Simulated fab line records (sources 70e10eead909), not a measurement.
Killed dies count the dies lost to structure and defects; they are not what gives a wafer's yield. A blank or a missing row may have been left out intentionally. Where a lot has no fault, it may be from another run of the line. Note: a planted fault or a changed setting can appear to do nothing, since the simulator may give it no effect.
fab line records || flow nand_harc || part 2 of 2: steps 28 to 36 of 36
record {"lots": 5, "wafers": 15, "last_day": 31}
route steps=1302 shown P_GATE@211 P_CONTACT@217
lots that met no fault: taken from a fault-free run of the same line
start_h: start of the lot's first displayed wafer, in hours after the record's first day || wait_h: time in hours since the lot's previous step || " repeats the value in the row above || L1.1+2: a row that stands for several wafers || - either no value or no given start || * or withheld: withheld || < > ~ a bound
route shown NAME@n: NAME is a module with steps in the file, n the number in the route of the first one || usual: average and standard deviation across the fault-free wafers || same: alike in all rows || chamber/n: place in a boat || sites: per-site readings || _std_site: how widely they spread, as a standard deviation || _edge_site: mean of outer sites minus mean of inner sites || radius_mm: how far each site lies from the wafer's centre || mask NAME#n: copy n || behind: the most recent tool/chamber to have shaped the wafer || hold: reason for holding the lot/hours on hold/outcome of the hold || device: transistor that didn't switch, given as n, p or np || end of line: tests run on the same wafers once the route is complete || step lacking rows: just its recipe || killed: at the first sort, the dies lost to defects and structure; wafer yield is something else || map: a wafer's dies, x killed, . not, _ none there
set.NAME: the setting as run; set.NAME@STEP: as run at that earlier step || model.NAME: the simulator's own value behind a step, which no gauge read
a table for each step, a row for each wafer; lots at some steps of the route
services: the hour from which a tool's chamber was out of use, counted from the record's first day as start_h (under 0 if before that day), plus the number of hours and why
## steps
# step NHARC_P_CONTACT_STRIP_37
# recipe {"c4f8_flow_sccm": "withheld", "o2_flow_sccm": 8, "ar_flow_sccm": "withheld", "bias_w": 0, "chemistry": "C4F8/O2/Ar"}
{"lot.wafer": "L074.3+4+6", "tool": "rie_diel-12", "chamber": "0,1,0", "start_h": "-", "wait_h": "-"}
{"lot.wafer": "L076.2+1+6", "tool": "rie_diel-02", "chamber": "3,0,0", "start_h": "-", "wait_h": "-"}
{"lot.wafer": "L084.3+1+5", "tool": "rie_diel-06", "chamber": "3,0,2", "start_h": 223.10, "wait_h": "-"}
{"lot.wafer": "L086.2+1+5", "tool": "rie_diel-12", "chamber": "3,1,3", "start_h": "-", "wait_h": "-"}
{"lot.wafer": "L093.2+1+6", "tool": "rie_diel-12", "chamber": "1,0,1", "start_h": "-", "wait_h": "-"}
# step NHARC_P_CONTACT_ETCH_31
# recipe {"target_depth_a": 300, "time_s": 85.7, "ion_energy_ev": 120, "over_etch_frac": 1, "ch3f_flow_sccm": 50, "o2_flow_sccm": 30, "ar_flow_sccm": 200, "rf_w": 500, "bias_w": 100, "chemistry": "CH3F/O2"}
# usual {"drypump_motor_current_A": "5.7/0.43", "mfc_ar_sccm": "200.1/0.69", "oes_product_au": "0.980/0.016", "rf_vpp_V": "244.4/1.3", "showerhead_plenum_p_Torr": "2.47/0.078", "throttle_valve_pct": "20.664/0.0095"}
{"lot.wafer": "L074.4", "tool": "rie_diel-12", "chamber": 2, "start_h": "-", "wait_h": "-", "drypump_motor_current_A": 6.2, "mfc_ar_sccm": 200.3, "oes_product_au": 0.994, "rf_hours_counter_h": 1.3, "rf_vpp_V": 243.3, "showerhead_plenum_p_Torr": 2.43, "throttle_valve_pct": 20.674}
{"lot.wafer": "L074.3", "tool": "rie_diel-12", "chamber": 3, "start_h": "-", "wait_h": "-", "drypump_motor_current_A": 6.2, "mfc_ar_sccm": 200.6, "oes_product_au": 0.972, "rf_hours_counter_h": 1.1, "rf_vpp_V": 243.1, "showerhead_plenum_p_Torr": 2.36, "throttle_valve_pct": 20.662}
{"lot.wafer": "L074.6", "tool": "rie_diel-12", "chamber": 1, "start_h": "-", "wait_h": "-", "drypump_motor_current_A": 4.9, "mfc_ar_sccm": 199.7, "oes_product_au": 1.014, "rf_hours_counter_h": "-", "rf_vpp_V": 244.0, "showerhead_plenum_p_Torr": 2.49, "throttle_valve_pct": 20.658}
{"lot.wafer": "L076.2", "tool": "rie_diel-02", "chamber": 0, "start_h": "-", "wait_h": "-", "drypump_motor_current_A": 5.0, "mfc_ar_sccm": 201.1, "oes_product_au": 0.996, "rf_hours_counter_h": 2.1, "rf_vpp_V": 242.3, "showerhead_plenum_p_Torr": 2.38, "throttle_valve_pct": 20.665}
{"lot.wafer": "L076.1", "tool": "rie_diel-02", "chamber": 1, "start_h": "-", "wait_h": "-", "drypump_motor_current_A": 5.9, "mfc_ar_sccm": 200.7, "oes_product_au": 0.966, "rf_hours_counter_h": 2.1, "rf_vpp_V": 244.7, "showerhead_plenum_p_Torr": 2.56, "throttle_valve_pct": 20.665}
{"lot.wafer": "L076.6", "tool": "rie_diel-02", "chamber": 0, "start_h": "-", "wait_h": "-", "drypump_motor_current_A": 5.0, "mfc_ar_sccm": 200.5, "oes_product_au": 0.981, "rf_hours_counter_h": "-", "rf_vpp_V": 243.0, "showerhead_plenum_p_Torr": 2.38, "throttle_valve_pct": 20.663}
{"lot.wafer": "L084.3", "tool": "rie_diel-06", "chamber": 2, "start_h": 223.19, "wait_h": 0.1, "drypump_motor_current_A": 5.8, "mfc_ar_sccm": 200.3, "oes_product_au": 1.010, "rf_hours_counter_h": 2.4, "rf_vpp_V": 242.8, "showerhead_plenum_p_Torr": 2.47, "throttle_valve_pct": 20.647}
{"lot.wafer": "L084.1", "tool": "rie_diel-06", "chamber": 3, "start_h": 223.19, "wait_h": 0.1, "drypump_motor_current_A": 5.2, "mfc_ar_sccm": 200.1, "oes_product_au": 0.991, "rf_hours_counter_h": 2.0, "rf_vpp_V": 244.6, "showerhead_plenum_p_Torr": 2.48, "throttle_valve_pct": 20.680}
{"lot.wafer": "L084.5", "tool": "rie_diel-06", "chamber": 3, "start_h": 223.19, "wait_h": 0.1, "drypump_motor_current_A": 5.2, "mfc_ar_sccm": 200.3, "oes_product_au": 0.979, "rf_hours_counter_h": "-", "rf_vpp_V": 243.3, "showerhead_plenum_p_Torr": 2.48, "throttle_valve_pct": 20.667}
{"lot.wafer": "L086.2", "tool": "rie_diel-12", "chamber": 2, "start_h": "-", "wait_h": "-", "drypump_motor_current_A": 6.2, "mfc_ar_sccm": 200.5, "oes_product_au": 0.978, "rf_hours_counter_h": 6.7, "rf_vpp_V": 245.4, "showerhead_plenum_p_Torr": 2.43, "throttle_valve_pct": 20.677}
{"lot.wafer": "L086.1", "tool": "rie_diel-12", "chamber": 1, "start_h": "-", "wait_h": "-", "drypump_motor_current_A": 4.9, "mfc_ar_sccm": 200.4, "oes_product_au": 1.006, "rf_hours_counter_h": 7.1, "rf_vpp_V": 243.8, "showerhead_plenum_p_Torr": 2.49, "throttle_valve_pct": 20.673}
{"lot.wafer": "L086.5", "tool": "rie_diel-12", "chamber": 3, "start_h": "-", "wait_h": "-", "drypump_motor_current_A": 6.2, "mfc_ar_sccm": 199.6, "oes_product_au": 0.970, "rf_hours_counter_h": "-", "rf_vpp_V": 242.3, "showerhead_plenum_p_Torr": 2.36, "throttle_valve_pct": 20.672}
{"lot.wafer": "L093.2", "tool": "rie_diel-12", "chamber": 2, "start_h": "-", "wait_h": "-", "drypump_motor_current_A": 6.2, "mfc_ar_sccm": 200.8, "oes_product_au": 0.959, "rf_hours_counter_h": 2.4, "rf_vpp_V": 242.7, "showerhead_plenum_p_Torr": 2.43, "throttle_valve_pct": 20.667}
{"lot.wafer": "L093.1", "tool": "rie_diel-12", "chamber": 3, "start_h": "-", "wait_h": "-", "drypump_motor_current_A": 6.2, "mfc_ar_sccm": 199.3, "oes_product_au": 0.959, "rf_hours_counter_h": 1.8, "rf_vpp_V": 242.2, "showerhead_plenum_p_Torr": 2.36, "throttle_valve_pct": 20.672}
{"lot.wafer": "L093.6", "tool": "rie_diel-12", "chamber": 3, "start_h": "-", "wait_h": "-", "drypump_motor_current_A": 6.2, "mfc_ar_sccm": 199.7, "oes_product_au": 0.953, "rf_hours_counter_h": "-", "rf_vpp_V": 243.4, "showerhead_plenum_p_Torr": 2.36, "throttle_valve_pct": 20.648}
# step NHARC_P_CONTACT_CD_MEAS_19
# usual {"cd_nm": "89.9/1.7"}
{"lot.wafer": "L074.3", "tool": "cd_sem-02", "chamber": "-", "start_h": 121.09, "wait_h": "-", "cd_nm": 90.5}
{"lot.wafer": "L074.4", "tool": "cd_sem-02", "chamber": "-", "start_h": 121.09, "wait_h": "-", "cd_nm": 91.3}
{"lot.wafer": "L074.6", "tool": "cd_sem-02", "chamber": "-", "start_h": 121.09, "wait_h": "-", "cd_nm": 90.0}
{"lot.wafer": "L076.1", "tool": "cd_sem-02", "chamber": "-", "start_h": 133.46, "wait_h": "-", "cd_nm": 87.8}
{"lot.wafer": "L076.2", "tool": "cd_sem-02", "chamber": "-", "start_h": 133.46, "wait_h": "-", "cd_nm": 88.0}
{"lot.wafer": "L076.6", "tool": "cd_sem-02", "chamber": "-", "start_h": 133.46, "wait_h": "-", "cd_nm": 84.6}
{"lot.wafer": "L084.1", "tool": "cd_sem-03", "chamber": "-", "start_h": 223.31, "wait_h": "-", "cd_nm": 89.6}
{"lot.wafer": "L084.3", "tool": "cd_sem-03", "chamber": "-", "start_h": 223.31, "wait_h": "-", "cd_nm": 90.9}
{"lot.wafer": "L084.5", "tool": "cd_sem-03", "chamber": "-", "start_h": 223.31, "wait_h": "-", "cd_nm": 90.8}
{"lot.wafer": "L086.1", "tool": "cd_sem-02", "chamber": "-", "start_h": 236.56, "wait_h": "-", "cd_nm": 92.4}
{"lot.wafer": "L086.2", "tool": "cd_sem-02", "chamber": "-", "start_h": 236.56, "wait_h": "-", "cd_nm": 89.2}
{"lot.wafer": "L086.5", "tool": "cd_sem-02", "chamber": "-", "start_h": 236.56, "wait_h": "-", "cd_nm": 90.1}
{"lot.wafer": "L093.1", "tool": "cd_sem-03", "chamber": "-", "start_h": 306.85, "wait_h": "-", "cd_nm": 89.2}
{"lot.wafer": "L093.2", "tool": "cd_sem-03", "chamber": "-", "start_h": 306.85, "wait_h": "-", "cd_nm": 89.0}
{"lot.wafer": "L093.6", "tool": "cd_sem-03", "chamber": "-", "start_h": 306.85, "wait_h": "-", "cd_nm": 87.0}
# step NHARC_P_CONTACT_STRIP_28
# recipe {"o2_flow_sccm": 500, "ar_flow_sccm": 0, "bias_w": 0, "chemistry": "O2"}
# usual {"drypump_motor_current_A": "5.6/0.43", "mfc_ar_sccm": "0.008/0.01", "oes_product_au": "1.002/0.012", "rf_vpp_V": "57.9/0.84", "showerhead_plenum_p_Torr": "3.56/0.11", "throttle_valve_pct": "17.036/0.0092"}
{"lot.wafer": "L074.4", "tool": "rie_diel-12", "chamber": 1, "start_h": 121.19, "wait_h": 0.1, "drypump_motor_current_A": 4.9, "mfc_ar_sccm": 0, "oes_product_au": 1.030, "rf_hours_counter_h": 1.4, "rf_vpp_V": 57.2, "showerhead_plenum_p_Torr": 3.58, "throttle_valve_pct": 17.022}
{"lot.wafer": "L074.3", "tool": "rie_diel-12", "chamber": 2, "start_h": 121.19, "wait_h": 0.1, "drypump_motor_current_A": 6.2, "mfc_ar_sccm": 0.010, "oes_product_au": 1.004, "rf_hours_counter_h": 1.4, "rf_vpp_V": 57.3, "showerhead_plenum_p_Torr": 3.49, "throttle_valve_pct": 17.038}
{"lot.wafer": "L074.6", "tool": "rie_diel-12", "chamber": 3, "start_h": 121.19, "wait_h": 0.1, "drypump_motor_current_A": 6.3, "mfc_ar_sccm": 0.004, "oes_product_au": 0.991, "rf_hours_counter_h": "-", "rf_vpp_V": 56.8, "showerhead_plenum_p_Torr": 3.39, "throttle_valve_pct": 17.041}
{"lot.wafer": "L076.1", "tool": "rie_diel-02", "chamber": 2, "start_h": 133.54, "wait_h": 0.1, "drypump_motor_current_A": 5.3, "mfc_ar_sccm": 0, "oes_product_au": 0.990, "rf_hours_counter_h": 2.2, "rf_vpp_V": 59.8, "showerhead_plenum_p_Torr": 3.76, "throttle_valve_pct": 17.031}
{"lot.wafer": "L076.2", "tool": "rie_diel-02", "chamber": 3, "start_h": 133.54, "wait_h": 0.1, "drypump_motor_current_A": 6.2, "mfc_ar_sccm": 0.011, "oes_product_au": 0.997, "rf_hours_counter_h": 2.1, "rf_vpp_V": 57.4, "showerhead_plenum_p_Torr": 3.62, "throttle_valve_pct": 17.028}
{"lot.wafer": "L076.6", "tool": "rie_diel-02", "chamber": 2, "start_h": 133.54, "wait_h": 0.1, "drypump_motor_current_A": 5.3, "mfc_ar_sccm": 0, "oes_product_au": 0.992, "rf_hours_counter_h": "-", "rf_vpp_V": 58.7, "showerhead_plenum_p_Torr": 3.76, "throttle_valve_pct": 17.038}
{"lot.wafer": "L084.1", "tool": "rie_diel-06", "chamber": 0, "start_h": 223.39, "wait_h": 0.1, "drypump_motor_current_A": 5.5, "mfc_ar_sccm": 0.032, "oes_product_au": 0.998, "rf_hours_counter_h": 2.2, "rf_vpp_V": 57.9, "showerhead_plenum_p_Torr": 3.63, "throttle_valve_pct": 17.034}
{"lot.wafer": "L084.3", "tool": "rie_diel-06", "chamber": 2, "start_h": 223.39, "wait_h": 0.1, "drypump_motor_current_A": 5.8, "mfc_ar_sccm": 0, "oes_product_au": 1.015, "rf_hours_counter_h": 2.5, "rf_vpp_V": 58.7, "showerhead_plenum_p_Torr": 3.54, "throttle_valve_pct": 17.050}
{"lot.wafer": "L084.5", "tool": "rie_diel-06", "chamber": 1, "start_h": 223.39, "wait_h": 0.1, "drypump_motor_current_A": 5.5, "mfc_ar_sccm": 0, "oes_product_au": 1.019, "rf_hours_counter_h": "-", "rf_vpp_V": 58.7, "showerhead_plenum_p_Torr": 3.39, "throttle_valve_pct": 17.036}
{"lot.wafer": "L086.1", "tool": "rie_diel-02", "chamber": 3, "start_h": 236.64, "wait_h": 0.1, "drypump_motor_current_A": 6.2, "mfc_ar_sccm": 0.011, "oes_product_au": 0.994, "rf_hours_counter_h": 0.0, "rf_vpp_V": 58.7, "showerhead_plenum_p_Torr": 3.61, "throttle_valve_pct": 17.038}
{"lot.wafer": "L086.2", "tool": "rie_diel-02", "chamber": 0, "start_h": 236.64, "wait_h": 0.1, "drypump_motor_current_A": 5.0, "mfc_ar_sccm": 0.011, "oes_product_au": 1.003, "rf_hours_counter_h": 0.3, "rf_vpp_V": 57.6, "showerhead_plenum_p_Torr": 3.42, "throttle_valve_pct": 17.039}
{"lot.wafer": "L086.5", "tool": "rie_diel-02", "chamber": 1, "start_h": 236.64, "wait_h": 0.1, "drypump_motor_current_A": 5.9, "mfc_ar_sccm": 0, "oes_product_au": 0.988, "rf_hours_counter_h": "-", "rf_vpp_V": 58.5, "showerhead_plenum_p_Torr": 3.67, "throttle_valve_pct": 17.021}
{"lot.wafer": "L093.1", "tool": "rie_diel-06", "chamber": 3, "start_h": 306.92, "wait_h": 0.1, "drypump_motor_current_A": 5.3, "mfc_ar_sccm": 0.010, "oes_product_au": 0.989, "rf_hours_counter_h": 4.4, "rf_vpp_V": 57.9, "showerhead_plenum_p_Torr": 3.56, "throttle_valve_pct": 17.034}
{"lot.wafer": "L093.2", "tool": "rie_diel-06", "chamber": 1, "start_h": 306.92, "wait_h": 0.1, "drypump_motor_current_A": 5.5, "mfc_ar_sccm": 0, "oes_product_au": 1.012, "rf_hours_counter_h": 4.1, "rf_vpp_V": 56.7, "showerhead_plenum_p_Torr": 3.39, "throttle_valve_pct": 17.042}
{"lot.wafer": "L093.6", "tool": "rie_diel-06", "chamber": 0, "start_h": 306.92, "wait_h": 0.1, "drypump_motor_current_A": 5.5, "mfc_ar_sccm": 0.032, "oes_product_au": 1.006, "rf_hours_counter_h": "-", "rf_vpp_V": 58.4, "showerhead_plenum_p_Torr": 3.63, "throttle_valve_pct": 17.047}
# step NHARC_P_CONTACT_STRIP_29
# recipe {"time_s": 1200, "temp_c": 72.5, "chemistry": "post_etch_residue_remover"}
{"lot.wafer": "L074.6+3+4", "tool": "wet_bench-07", "chamber": "7,1,2", "start_h": 121.36, "wait_h": "-"}
{"lot.wafer": "L076.2+6+1", "tool": "wet_bench-01", "chamber": "4,6,0", "start_h": 133.73, "wait_h": "-"}
{"lot.wafer": "L084.1+3+5", "tool": "wet_bench-01", "chamber": "5,7,0", "start_h": 223.59, "wait_h": "-"}
{"lot.wafer": "L086.1+2+5", "tool": "wet_bench-05", "chamber": "7,1,2", "start_h": 236.86, "wait_h": 0.2}
{"lot.wafer": "L093.6+1+2", "tool": "wet_bench-05", "chamber": "2,4,6", "start_h": 307.10, "wait_h": "-"}
# step NHARC_P_CONTACT_DEGAS_38
# recipe {"temp_c": 300, "time_s": 60}
# usual {"heater_power_w": "448/57"}
{"lot.wafer": "L074.3", "tool": "pvd_sputter-02", "chamber": "-", "start_h": 121.80, "wait_h": "-", "heater_power_w": 368}
{"lot.wafer": "L074.4", "tool": "pvd_sputter-02", "chamber": "-", "start_h": 121.80, "wait_h": "-", "heater_power_w": 426}
{"lot.wafer": "L074.6", "tool": "pvd_sputter-02", "chamber": "-", "start_h": 121.80, "wait_h": "-", "heater_power_w": 471}
{"lot.wafer": "L076.2", "tool": "pvd_sputter-03", "chamber": "-", "start_h": 134.19, "wait_h": "-", "heater_power_w": 509}
{"lot.wafer": "L076.1", "tool": "pvd_sputter-03", "chamber": "-", "start_h": 134.19, "wait_h": "-", "heater_power_w": 437}
{"lot.wafer": "L076.6", "tool": "pvd_sputter-03", "chamber": "-", "start_h": 134.19, "wait_h": "-", "heater_power_w": 564}
{"lot.wafer": "L084.3", "tool": "pvd_sputter-02", "chamber": "-", "start_h": 224.03, "wait_h": "-", "heater_power_w": 429}
{"lot.wafer": "L084.1", "tool": "pvd_sputter-02", "chamber": "-", "start_h": 224.03, "wait_h": "-", "heater_power_w": 427}
{"lot.wafer": "L084.5", "tool": "pvd_sputter-02", "chamber": "-", "start_h": 224.03, "wait_h": "-", "heater_power_w": 482}
{"lot.wafer": "L086.2", "tool": "pvd_sputter-02", "chamber": "-", "start_h": 237.31, "wait_h": "-", "heater_power_w": 411}
{"lot.wafer": "L086.1", "tool": "pvd_sputter-02", "chamber": "-", "start_h": 237.31, "wait_h": "-", "heater_power_w": 442}
{"lot.wafer": "L086.5", "tool": "pvd_sputter-02", "chamber": "-", "start_h": 237.31, "wait_h": "-", "heater_power_w": 468}
{"lot.wafer": "L093.2", "tool": "pvd_sputter-02", "chamber": "-", "start_h": 307.58, "wait_h": "-", "heater_power_w": 460}
{"lot.wafer": "L093.1", "tool": "pvd_sputter-02", "chamber": "-", "start_h": 307.58, "wait_h": "-", "heater_power_w": 362}
{"lot.wafer": "L093.6", "tool": "pvd_sputter-02", "chamber": "-", "start_h": 307.58, "wait_h": "-", "heater_power_w": 431}
# step NHARC_P_CONTACT_PRE_CLEAN_39
# recipe {"time_s": 19.5, "bias_v": 250, "gas": "Ar"}
{"lot.wafer": "L074.3+4+6", "tool": "pvd_sputter-02", "chamber": "-", "start_h": "-", "wait_h": "-"}
{"lot.wafer": "L076.2+1+6", "tool": "pvd_sputter-03", "chamber": "-", "start_h": "-", "wait_h": "-"}
{"lot.wafer": "L084.3+1+5", "tool": "pvd_sputter-02", "chamber": "-", "start_h": "-", "wait_h": "-"}
{"lot.wafer": "L086.1+2+5", "tool": "pvd_sputter-02", "chamber": "-", "start_h": "-", "wait_h": "-"}
{"lot.wafer": "L093.1+2+6", "tool": "pvd_sputter-02", "chamber": "-", "start_h": "-", "wait_h": "-"}
# step NHARC_P_CONTACT_PVD_32
# recipe {"target_thk_a": 50, "chamber_pressure_pa": 5, "power_w": 5000, "substrate_temp_c": 200, "time_s": 17.7, "material": "Ti"}
# usual {"throttle_valve_pct": "30.5/0.81"}
{"lot.wafer": "L074.3", "tool": "pvd_sputter-02", "chamber": "-", "start_h": "-", "wait_h": "-", "throttle_valve_pct": 29.9}
{"lot.wafer": "L074.4", "tool": "pvd_sputter-02", "chamber": "-", "start_h": "-", "wait_h": "-", "throttle_valve_pct": 31.8}
{"lot.wafer": "L074.6", "tool": "pvd_sputter-02", "chamber": "-", "start_h": "-", "wait_h": "-", "throttle_valve_pct": 30.0}
{"lot.wafer": "L076.1", "tool": "pvd_sputter-03", "chamber": "-", "start_h": "-", "wait_h": "-", "throttle_valve_pct": 29.5}
{"lot.wafer": "L076.2", "tool": "pvd_sputter-03", "chamber": "-", "start_h": "-", "wait_h": "-", "throttle_valve_pct": 31.8}
{"lot.wafer": "L076.6", "tool": "pvd_sputter-03", "chamber": "-", "start_h": "-", "wait_h": "-", "throttle_valve_pct": 30.1}
{"lot.wafer": "L084.1", "tool": "pvd_sputter-02", "chamber": "-", "start_h": "-", "wait_h": "-", "throttle_valve_pct": 31.7}
{"lot.wafer": "L084.3", "tool": "pvd_sputter-02", "chamber": "-", "start_h": "-", "wait_h": "-", "throttle_valve_pct": 30.1}
{"lot.wafer": "L084.5", "tool": "pvd_sputter-02", "chamber": "-", "start_h": "-", "wait_h": "-", "throttle_valve_pct": 30.0}
{"lot.wafer": "L086.2", "tool": "pvd_sputter-02", "chamber": "-", "start_h": "-", "wait_h": "-", "throttle_valve_pct": 31.9}
{"lot.wafer": "L086.1", "tool": "pvd_sputter-02", "chamber": "-", "start_h": "-", "wait_h": "-", "throttle_valve_pct": 30.1}
{"lot.wafer": "L086.5", "tool": "pvd_sputter-02", "chamber": "-", "start_h": "-", "wait_h": "-", "throttle_valve_pct": 30.2}
{"lot.wafer": "L093.1", "tool": "pvd_sputter-02", "chamber": "-", "start_h": "-", "wait_h": "-", "throttle_valve_pct": 30.3}
{"lot.wafer": "L093.2", "tool": "pvd_sputter-02", "chamber": "-", "start_h": "-", "wait_h": "-", "throttle_valve_pct": 31.3}
{"lot.wafer": "L093.6", "tool": "pvd_sputter-02", "chamber": "-", "start_h": "-", "wait_h": "-", "throttle_valve_pct": 30.2}
# step NHARC_P_CONTACT_ALD_22
# recipe {"target_thk_a": 30, "pulse_time_s": 1, "ald_cycles": 150, "temp_c": 450, "material": "TiN"}
# usual {"heater_power_w": "1063/93", "precursor_pulse_height_rel": "0.996/0.02"}
{"lot.wafer": "L074.4", "tool": "ald_metal-01", "chamber": 2, "start_h": 122.05, "wait_h": "-", "heater_power_w": 955, "precursor_pulse_height_rel": 1.002}
{"lot.wafer": "L074.3", "tool": "ald_metal-01", "chamber": 0, "start_h": 122.05, "wait_h": "-", "heater_power_w": 1004, "precursor_pulse_height_rel": 0.984}
{"lot.wafer": "L074.6", "tool": "ald_metal-01", "chamber": 2, "start_h": 122.05, "wait_h": "-", "heater_power_w": 957, "precursor_pulse_height_rel": 1.028}
{"lot.wafer": "L076.2", "tool": "ald_metal-02", "chamber": 3, "start_h": 134.43, "wait_h": "-", "heater_power_w": 1067, "precursor_pulse_height_rel": 0.977}
{"lot.wafer": "L076.1", "tool": "ald_metal-02", "chamber": 0, "start_h": 134.43, "wait_h": "-", "heater_power_w": 977, "precursor_pulse_height_rel": 0.992}
{"lot.wafer": "L076.6", "tool": "ald_metal-02", "chamber": 3, "start_h": 134.43, "wait_h": "-", "heater_power_w": 1130, "precursor_pulse_height_rel": 0.996}
{"lot.wafer": "L084.3", "tool": "ald_metal-01", "chamber": 2, "start_h": 224.29, "wait_h": "-", "heater_power_w": 953, "precursor_pulse_height_rel": 0.971}
{"lot.wafer": "L084.1", "tool": "ald_metal-01", "chamber": 0, "start_h": 224.29, "wait_h": "-", "heater_power_w": 1018, "precursor_pulse_height_rel": 0.977}
{"lot.wafer": "L084.5", "tool": "ald_metal-01", "chamber": 1, "start_h": 224.29, "wait_h": "-", "heater_power_w": 1024, "precursor_pulse_height_rel": 1.001}
{"lot.wafer": "L086.2", "tool": "ald_metal-04", "chamber": 3, "start_h": 237.55, "wait_h": "-", "heater_power_w": 1054, "precursor_pulse_height_rel": 0.953}
{"lot.wafer": "L086.1", "tool": "ald_metal-04", "chamber": 2, "start_h": 237.55, "wait_h": "-", "heater_power_w": 1084, "precursor_pulse_height_rel": 0.974}
{"lot.wafer": "L086.5", "tool": "ald_metal-04", "chamber": 0, "start_h": 237.55, "wait_h": "-", "heater_power_w": 1161, "precursor_pulse_height_rel": 0.971}
{"lot.wafer": "L093.2", "tool": "ald_metal-04", "chamber": 1, "start_h": 307.82, "wait_h": "-", "heater_power_w": 1327, "precursor_pulse_height_rel": 1.001}
{"lot.wafer": "L093.1", "tool": "ald_metal-04", "chamber": 2, "start_h": 307.82, "wait_h": "-", "heater_power_w": 1000, "precursor_pulse_height_rel": 1.023}
{"lot.wafer": "L093.6", "tool": "ald_metal-04", "chamber": 0, "start_h": 307.82, "wait_h": "-", "heater_power_w": 1134, "precursor_pulse_height_rel": 1.018}
## services
{"tool": "wet_bench-01", "chamber": "-", "start_h": 101.60, "hours": 8.0, "kind": "pm"}
{"tool": "pvd_sputter-03", "chamber": "-", "start_h": 101.93, "hours": 1.8, "kind": "repair"}
{"tool": "pvd_sputter-01", "chamber": "-", "start_h": 102.54, "hours": 0.6, "kind": "repair"}
{"tool": "pvd_sputter-02", "chamber": "-", "start_h": 104.00, "hours": 10.0, "kind": "pm"}
{"tool": "pecvd-01", "chamber": "-", "start_h": 130.00, "hours": 13.0, "kind": "pm"}
{"tool": "rie_diel-06", "chamber": "-", "start_h": 130.20, "hours": 9.0, "kind": "pm"}
{"tool": "litho_track-01", "chamber": "-", "start_h": 155.00, "hours": 7.0, "kind": "pm"}
{"tool": "rie_diel-06", "chamber": 3, "start_h": 159.55, "hours": 2.2, "kind": "repair"}
{"tool": "pvd_sputter-03", "chamber": "-", "start_h": 170.00, "hours": 10.0, "kind": "pm"}
{"tool": "rie_diel-12", "chamber": 2, "start_h": 172.46, "hours": 6.1, "kind": "repair"}
{"tool": "litho_track-06", "chamber": "-", "start_h": 179.00, "hours": 7.0, "kind": "pm"}
{"tool": "rie_diel-12", "chamber": 2, "start_h": 184.43, "hours": 9.1, "kind": "repair"}
{"tool": "litho_track-04", "chamber": "-", "start_h": 203.00, "hours": 7.0, "kind": "pm"}
{"tool": "rie_diel-02", "chamber": "-", "start_h": 204.02, "hours": 1.9, "kind": "repair"}
{"tool": "rie_diel-02", "chamber": 1, "start_h": 210.05, "hours": 23.1, "kind": "repair"}
{"tool": "rie_diel-12", "chamber": "-", "start_h": 213.89, "hours": 0.5, "kind": "repair"}
{"tool": "rie_diel-02", "chamber": "-", "start_h": 216.70, "hours": 9.0, "kind": "pm"}
{"tool": "pecvd-01", "chamber": "-", "start_h": 216.90, "hours": 0.4, "kind": "repair"}
{"tool": "pvd_sputter-03", "chamber": "-", "start_h": 221.26, "hours": 2.6, "kind": "repair"}
{"tool": "rie_diel-12", "chamber": "-", "start_h": 223.00, "hours": 1.3, "kind": "repair"}
{"tool": "rie_diel-02", "chamber": 2, "start_h": 233.37, "hours": 4.9, "kind": "repair"}
{"tool": "rie_diel-12", "chamber": "-", "start_h": 268.40, "hours": 9.0, "kind": "pm"}
{"tool": "wet_bench-01", "chamber": "-", "start_h": 277.60, "hours": 8.0, "kind": "pm"}
{"tool": "pvd_sputter-02", "chamber": "-", "start_h": 282.00, "hours": 10.0, "kind": "pm"}
